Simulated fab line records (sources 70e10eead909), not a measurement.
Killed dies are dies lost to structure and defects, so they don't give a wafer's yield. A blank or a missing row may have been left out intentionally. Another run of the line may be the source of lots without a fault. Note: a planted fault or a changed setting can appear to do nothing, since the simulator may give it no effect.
fab line records ; flow nand_harc
record: lots: 7; wafers: 18; last_day: 23
route steps=1159 shown A_SLIT@802 A_SIN_REMOVE@804 A_WL_FILL@809 END@1159
lots with no fault: from the same line, run without faults
start_h: hours from the record's first day to the start of the lot's first wafer shown ; wait_h: hours elapsed since this lot's preceding step ; " the same as in the row above ; L1.1+2: a single row standing in for several wafers ; - no value, or no start was given ; * or withheld: withheld ; < > ~ a bound
route shown NAME@n: a module of which the file shows steps, and the number in the route of the first ; usual: mean/standard deviation taken from wafers without a fault ; same: alike in all rows ; chamber/n: place in a boat ; sites: each site's reading ; _std_site: standard deviation across them ; _edge_site: the outer-site mean with the inner-site mean subtracted ; radius_mm: how far each site lies from the wafer's centre ; mask NAME#n: copy n ; behind: the most recent tool/chamber to have shaped the wafer ; hold: why the lot went on hold/how many hours it stayed there/how the hold came to an end ; device: the n, p or np transistor that did not switch ; end of line: the tests these same wafers got at the end of their route ; a step without rows: its recipe alone ; killed: not the wafer's yield, but the dies lost to structure and defects at the first sort ; map: per-die view of a wafer (x killed, . not killed, _ where there is no die)
set.NAME: the setting that was run; set.NAME@STEP: the one run at that earlier step ; model.NAME: the simulator's own value behind a step, which no gauge read
lots at selected steps of the route; one table per step, one row per wafer
services: from which hour (start_h, from the record's first day; less than 0 if before it) a tool's chamber was out of use, for how many hours, and why
== steps ==
step: NHARC_A_SLIT_SRD_20
step: NHARC_A_SLIT_CD_MEAS_21
usual: cd_nm: 289.2/0.82
lot.wafer;tool;chamber;start_h;wait_h;cd_nm
L133.1;cd_sem-02;-;351.55;-;288.8
L133.3;cd_sem-02;-;351.55;-;289.2
L133.5;cd_sem-02;-;351.55;-;289.6
L139.1;cd_sem-03;-;355.99;-;289.7
L139.4;cd_sem-03;-;355.99;-;290.2
L139.6;cd_sem-03;-;355.99;-;290.2
L141.2;cd_sem-03;-;378.95;-;288.1
L141.4;cd_sem-03;-;378.95;-;288.6
L141.6;cd_sem-03;-;378.95;-;288.5
L142.3;cd_sem-03;-;390.12;-;289.4
L142.6;cd_sem-03;-;390.12;-;289.9
L145.3;cd_sem-01;-;400.94;-;289.1
L145.4;cd_sem-01;-;400.94;-;289.9
L149.3;cd_sem-02;-;426.09;-;288.2
L149.4;cd_sem-02;-;426.09;-;288.3
L151.1;cd_sem-03;-;427.78;-;289.0
L151.3;cd_sem-03;-;427.78;-;289.3
L151.5;cd_sem-03;-;427.78;-;289.8
step: NHARC_A_SIN_REMOVE_WET_00
recipe: temp_c: 160; time_s: 15300; chemistry: H3PO4
step: NHARC_A_SIN_REMOVE_PRECLEAN_01
recipe: time_s: *; temp_c: 50; bath_age_min: 0; chemistry: SC1
step: NHARC_A_SIN_REMOVE_SRD_02
step: NHARC_A_SIN_REMOVE_INSPECT_04
usual: raw_defect_count: 291/81
lot.wafer;tool;chamber;start_h;wait_h;raw_defect_count
L133.1;defect_inspect-02;-;359.26;0.0;279
L133.3;defect_inspect-02;-;359.26;0.0;214
L133.5;defect_inspect-02;-;359.26;0.0;200
L139.1;defect_inspect-01;-;364.06;0.0;282
L139.4;defect_inspect-01;-;364.06;0.0;399
L139.6;defect_inspect-01;-;364.06;0.0;280
L141.2;defect_inspect-02;-;386.69;0.0;252
L141.4;defect_inspect-02;-;386.69;0.0;223
L141.6;defect_inspect-02;-;386.69;0.0;190
L142.3;defect_inspect-01;-;397.87;0.0;250
L142.6;defect_inspect-01;-;397.87;0.0;257
L145.3;defect_inspect-02;-;408.65;0.0;171
L145.4;defect_inspect-02;-;408.65;0.0;213
L149.3;defect_inspect-02;-;433.05;0.0;293
L149.4;defect_inspect-02;-;433.05;0.0;316
L151.1;defect_inspect-01;-;433.09;0.0;253
L151.3;defect_inspect-01;-;433.09;0.0;267
L151.5;defect_inspect-01;-;433.09;0.0;250
step: NHARC_A_WL_FILL_ALD_00
recipe: target_thk_a: 30; pulse_time_s: 3; ald_cycles: 30; temp_c: 300; material: Al2O3
usual: heater_power_w: 460/52; precursor_pulse_height_rel: 0.999/0.02
lot.wafer;tool;chamber;start_h;wait_h;heater_power_w;precursor_pulse_height_rel
L133.1;ald_hk-01;1;359.33;0.1;421;0.993
L133.3;ald_hk-01;0;359.33;0.1;444;1.021
L133.5;ald_hk-01;2;359.33;0.1;417;1.016
L139.4;ald_hk-01;3;364.13;0.1;428;1.011
L139.1;ald_hk-01;2;364.13;0.1;418;0.990
L139.6;ald_hk-01;0;364.13;0.1;448;1.004
L141.4;ald_hk-02;3;386.75;0.1;555;1.012
L141.2;ald_hk-02;2;386.75;0.1;508;1.000
L141.6;ald_hk-02;3;386.75;0.1;555;0.986
L142.3;ald_hk-01;2;397.94;0.1;415;1.009
L142.6;ald_hk-01;2;397.94;0.1;422;1.003
L145.4;ald_hk-02;2;408.77;0.1;517;0.999
L145.3;ald_hk-02;3;408.77;0.1;553;0.983
L149.4;ald_hk-04;2;433.14;0.1;541;0.981
L149.3;ald_hk-04;0;433.14;0.1;507;0.998
L151.1;ald_hk-04;0;433.33;0.2;503;0.988
L151.3;ald_hk-04;1;433.33;0.2;423;0.993
L151.5;ald_hk-04;3;433.33;0.2;451;1.047
step: NHARC_A_WL_FILL_RTA_01
recipe: temp_c: 1000; time_s: 5
usual: lamp_power_pct: 32.9/1.7; wafer_temp_C_max: 1003.5/1.1
lot.wafer;tool;chamber;start_h;wait_h;lamp_power_pct;wafer_temp_C_max
L133.1;rtp_anneal-02;0;359.59;-;31.4;1004.4
L133.3;rtp_anneal-02;0;359.59;-;31.4;1003.3
L133.5;rtp_anneal-02;0;359.59;-;31.5;1003.8
L139.1;rtp_anneal-02;0;364.40;-;31.4;1003.1
L139.4;rtp_anneal-02;0;364.40;-;31.4;1002.5
L139.6;rtp_anneal-02;0;364.40;-;31.4;1003.3
L141.2;rtp_anneal-02;0;387.04;-;31.4;1002.9
L141.4;rtp_anneal-02;0;387.04;-;31.4;1002.7
L141.6;rtp_anneal-02;0;387.04;-;31.4;1003.2
L142.3;rtp_anneal-01;0;398.29;-;34.9;1003.3
L142.6;rtp_anneal-01;0;398.29;-;34.9;1003.8
L145.3;rtp_anneal-01;0;409.03;-;34.9;1003.7
L145.4;rtp_anneal-01;0;409.03;-;35.0;1002.9
L149.3;rtp_anneal-01;0;433.59;-;35.0;1005.0
L149.4;rtp_anneal-01;0;433.59;-;34.9;1004.9
L151.1;rtp_anneal-02;0;433.83;-;31.4;1002.3
L151.3;rtp_anneal-02;0;433.83;-;31.5;1002.1
L151.5;rtp_anneal-02;0;433.83;-;31.5;1001.9
step: NHARC_A_WL_FILL_ALD_02
recipe: target_thk_a: 20; pulse_time_s: 3; ald_cycles: 100; temp_c: 450; material: TiN
usual: heater_power_w: 1021/100; precursor_pulse_height_rel: 0.998/0.021
lot.wafer;tool;chamber;start_h;wait_h;heater_power_w;precursor_pulse_height_rel
L133.1;ald_metal-01;3;359.84;0.2;1116;0.972
L133.3;ald_metal-01;0;359.84;0.2;1059;0.991
L133.5;ald_metal-01;2;359.84;0.2;1130;0.964
L139.1;ald_metal-04;0;364.71;0.3;1042;0.990
L139.6;ald_metal-04;1;364.71;0.3;1024;1.016
L139.4;ald_metal-04;2;364.71;0.3;925;1.006
L141.2;ald_metal-03;2;387.33;0.3;1124;0.987
L141.4;ald_metal-03;0;387.33;0.3;912;1.011
L141.6;ald_metal-03;2;387.33;0.3;1098;1.018
L142.3;ald_metal-01;0;398.47;0.2;1028;0.970
L142.6;ald_metal-01;0;398.47;0.2;1033;1.034
L145.4;ald_metal-03;1;409.19;0.1;1059;1.020
L145.3;ald_metal-03;2;409.19;0.1;1137;1.002
L149.3;ald_metal-04;3;433.79;0.2;1076;0.978
L149.4;ald_metal-04;1;433.79;0.2;975;1.005
L151.1;ald_metal-03;1;434.05;0.2;1063;1.036
L151.3;ald_metal-03;2;434.05;0.2;1088;0.984
L151.5;ald_metal-03;2;434.05;0.2;1088;0.992
step: NHARC_A_WL_FILL_CVD_03
recipe: target_thk_a: 400; temp_c: 300; pressure_torr: 40; wf6_flow_sccm: 40; h2_flow_sccm: 1600; ar_flow_sccm: 1560; time_s: 3302; material: W
usual: heater_power_w: 483/23; throttle_valve_pct: 7.71/0.21
lot.wafer;tool;chamber;start_h;wait_h;heater_power_w;throttle_valve_pct
L133.1;cvd_w-01;1;361.55;1.4;499;7.81
L133.3;cvd_w-01;1;361.55;1.4;496;8.21
L133.5;cvd_w-01;0;361.55;1.4;507;7.45
L139.1;cvd_w-01;1;368.07;3.0;477;7.74
L139.4;cvd_w-01;0;368.07;3.0;492;7.35
L139.6;cvd_w-01;1;369.96;4.9;484;7.74
L141.2;cvd_w-01;1;401.16;13.5;480;7.86
L141.4;cvd_w-01;0;402.54;14.8;502;7.36
L141.6;cvd_w-01;0;402.54;14.8;520;7.63
L142.3;cvd_w-01;1;405.88;7.0;502;7.69
L142.6;cvd_w-01;0;405.88;7.0;511;7.41
L145.4;cvd_w-01;0;414.49;4.9;512;7.72
L145.3;cvd_w-01;1;414.49;4.9;489;7.88
L149.4;cvd_w-01;0;438.65;4.5;513;7.53
L149.3;cvd_w-01;1;438.65;4.5;497;7.89
L151.1;cvd_w-01;0;440.54;6.1;512;7.69
L151.3;cvd_w-01;0;442.42;8.0;508;7.65
L151.5;cvd_w-01;0;444.30;9.9;510;7.75
step: NHARC_A_WL_FILL_ETCHBACK_04
recipe: target_depth_a: 600; time_s: 120; chemistry: NF3
usual: drypump_motor_current_A: 5.5/0.55; oes_product_au: 1.003/0.0095; run_length_s: 141.1/0.48
lot.wafer;tool;chamber;start_h;wait_h;drypump_motor_current_A;oes_product_au;rf_hours_counter_h;run_length_s
L133.1;rie_metal-02;1;364.40;2.4;4.7;0.997;4.2;141.1
L133.3;rie_metal-02;1;364.40;2.4;4.7;0.999;-;141.3
L133.5;rie_metal-02;1;364.40;2.4;4.7;0.993;-;140.8
L139.1;rie_metal-03;0;370.91;2.4;5.3;1.006;1.9;140.5
L139.4;rie_metal-03;1;370.91;2.4;5.6;1.006;-;140.9
L139.6;rie_metal-03;1;370.91;2.4;5.6;1.001;-;141.4
L141.2;rie_metal-02;1;404.44;2.8;4.7;1.001;0.0;141.1
L141.4;rie_metal-02;1;404.44;2.8;4.7;0.982;-;140.8
L141.6;rie_metal-02;1;404.44;2.8;4.7;1.000;-;141.4
L142.3;rie_metal-03;1;407.88;1.5;5.6;1.005;-;156.0
L142.6;rie_metal-03;1;407.88;1.5;5.6;1.018;-;140.8
L145.3;rie_metal-03;1;416.93;1.5;5.6;1.006;-;156.1
L145.4;rie_metal-03;0;416.93;1.5;5.3;0.996;-;156.0
L149.3;rie_metal-03;1;441.09;1.5;5.6;1.011;-;156.3
L149.4;rie_metal-03;0;441.09;1.5;5.3;0.995;-;155.4
L151.1;rie_metal-01;1;446.66;5.2;6.5;1.003;2.0;141.0
L151.3;rie_metal-01;0;446.66;5.2;6.0;1.018;-;140.6
L151.5;rie_metal-01;0;446.66;5.2;6.0;1.028;-;140.8
step: NHARC_A_WL_FILL_ETCHBACK_05
recipe: target_depth_a: 220; time_s: 60; temp_c: 40; chemistry: Cl2/BCl3
usual: drypump_motor_current_A: 5.5/0.55; oes_product_au: 1.005/0.0085; run_length_s: 81.1/0.51; temp_c: 40.00/0.11
lot.wafer;tool;chamber;start_h;wait_h;drypump_motor_current_A;oes_product_au;rf_hours_counter_h;run_length_s;temp_c
L133.1;rie_metal-02;0;364.64;0.2;5.5;1.004;4.4;81.8;39.97
L133.3;rie_metal-02;1;364.64;0.2;4.7;1.007;-;81.2;39.97
L133.5;rie_metal-02;1;364.64;0.2;4.7;1.010;-;81.4;40.03
L139.1;rie_metal-03;0;371.16;0.2;5.4;1.000;2.0;80.5;39.97
L139.4;rie_metal-03;0;371.16;0.2;5.3;1.002;-;80.6;39.93
L139.6;rie_metal-03;1;371.16;0.2;5.6;0.998;-;80.8;39.99
L141.2;rie_metal-02;0;404.67;0.2;5.4;0.991;0.1;81.7;39.90
L141.4;rie_metal-02;0;404.67;0.2;5.4;1.000;-;81.8;39.97
L141.6;rie_metal-02;0;404.67;0.2;5.4;1.005;-;81.6;40.00
L142.3;rie_metal-03;1;408.09;0.2;5.6;1.005;-;80.6;39.80
L142.6;rie_metal-03;0;408.09;0.2;5.3;1.003;-;80.3;40.08
L145.3;rie_metal-03;0;417.13;0.2;5.3;0.994;-;80.4;39.93
L145.4;rie_metal-03;1;417.13;0.2;5.6;1.014;-;80.8;40.08
L149.4;rie_metal-03;0;441.29;0.1;5.3;0.992;-;80.3;39.82
L149.3;rie_metal-03;1;441.29;0.1;5.6;1.008;-;81.2;39.86
L151.1;rie_metal-01;1;446.92;0.2;6.6;1.002;2.1;81.0;40.24
L151.3;rie_metal-01;1;446.92;0.2;6.5;0.997;-;81.9;40.20
L151.5;rie_metal-01;1;446.92;0.2;6.5;0.991;-;81.1;40.09
step: NHARC_END_SORT_01
recipe: temp_c: 25
usual: killed_at_array: 29/9.4; killed_at_other: 0.7/1.3; killed_at_periphery: 2.9/2.1; killed_dies: 32/9; killed_open: 3.3/1.8; killed_short: 1.9/1.4
same: gross_dies: 677
lot.wafer;tool;chamber;start_h;wait_h;killed_at_array;killed_at_other;killed_at_periphery;killed_dies;killed_open;killed_short
L133.1;prober-01;0;479.39;2.5;20;0;4;24;2;1
L133.3;prober-01;0;481.00;3.1;27;0;3;30;3;3
L133.5;prober-01;0;482.61;3.7;29;0;7;36;5;5
L149.4;prober-02;0;550.36;3.4;26;3;5;34;6;3
killed by level:class
L133.1 A_SLIT:chamber_film_flake=11 P_GATE:chamber_film_flake=3 A_STAIRCASE:chamber_film_flake=2 A_ONON_D1:geometric_particle:short=1 A_CHANNEL_FILL_D1:geometric_particle:open=1 A_CONTACT:geometric_particle:open=1 P_ZERO_WELL:chamber_film_flake=1 A_CHANNEL_HOLE_D1:chamber_film_flake=1
L133.3 A_SLIT:chamber_film_flake=13 A_CHANNEL_HOLE_D1:chamber_film_flake=3 P_GATE:chamber_film_flake=2 A_CHANNEL_FILL_D1:chamber_film_flake=2 A_STAIRCASE:chamber_film_flake=2 A_CONTACT:chamber_film_flake=2 P_CONTACT:geometric_particle:short=1 A_ONON_D1:geometric_particle:open=1
L133.5 A_SLIT:chamber_film_flake=11 A_CHANNEL_HOLE_D1:chamber_film_flake=4 A_CONTACT:chamber_film_flake=4 A_CHANNEL_FILL_D1:chamber_film_flake=3 A_M0:chamber_film_flake=3 P_M0:geometric_particle:short=2 A_CONTACT:geometric_particle:open=2 P_GATE:geometric_particle:short=1
L149.4 A_CHANNEL_HOLE_D1:chamber_film_flake=12 A_CHANNEL_FILL_D1:chamber_film_flake=3 A_CONTACT:chamber_film_flake=3 THIN_TSV:chamber_film_flake=3 A_ZERO_WELL:chamber_film_flake=2 P_STI:geometric_particle:open=1 P_M0:geometric_particle:short=1 P_M1:geometric_particle:open=1
== services ==
tool;chamber;start_h;hours;kind
rie_metal-01;0;341.00;-;clean
rie_metal-01;1;341.00;-;clean
ald_metal-04;3;360.33;28.0;repair
ald_hk-04;-;364.00;10.0;pm
ald_metal-03;1;377.92;26.3;repair
rie_metal-01;1;379.89;15.7;repair
rie_metal-02;-;388.00;9.0;pm
rie_metal-02;0;388.00;9.0;vent_cycle
rie_metal-02;1;388.00;9.0;vent_cycle
rie_metal-02;0;397.00;-;clean
rie_metal-02;1;397.00;-;clean
ald_metal-04;-;406.00;10.0;pm
ald_hk-01;-;407.92;10.0;pm
ald_hk-01;0;407.92;10.0;vent_cycle
ald_hk-01;1;407.92;10.0;vent_cycle
ald_hk-01;2;407.92;10.0;vent_cycle
ald_hk-01;3;407.92;10.0;vent_cycle
ald_hk-01;0;417.92;-;clean
ald_hk-01;1;417.92;-;clean
ald_hk-01;2;417.92;-;clean
ald_hk-01;3;417.92;-;clean
ald_metal-03;1;437.73;3.5;repair
rie_metal-03;1;444.02;4.8;repair
ald_metal-03;-;445.22;1.1;repair
== key ==
first_sign: step: NHARC_A_WL_FILL_ETCHBACK_04; reading: run_length_s; direction: up; sigmas: 31; usual: *; struck: *
effect none on later readings
met_at NHARC_A_WL_FILL_ETCHBACK_04
struck_wafers L142.3,L145.3,L145.4,L149.3,L149.4
tester_left_out L142,L145,L149
onset_between 370.91 407.88
fault: kind: process_parameter_drift; tool: rie_metal-03; chamber: -; onset_h: 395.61; steps: NHARC_A_WL_FILL_ETCHBACK_04; channel: time_s; offset: *; shape: step; end_h: 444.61; scope: struck_wafers_only; acts_in: *; stated: *
tester_left_out: of these lots the tester's yield and bins aren't shown, on N5 and GAA mostly nor the transistor test; their killed dies are dies lost to structure and defects alone, not to doping, threshold or leakage, so they don't give the yield
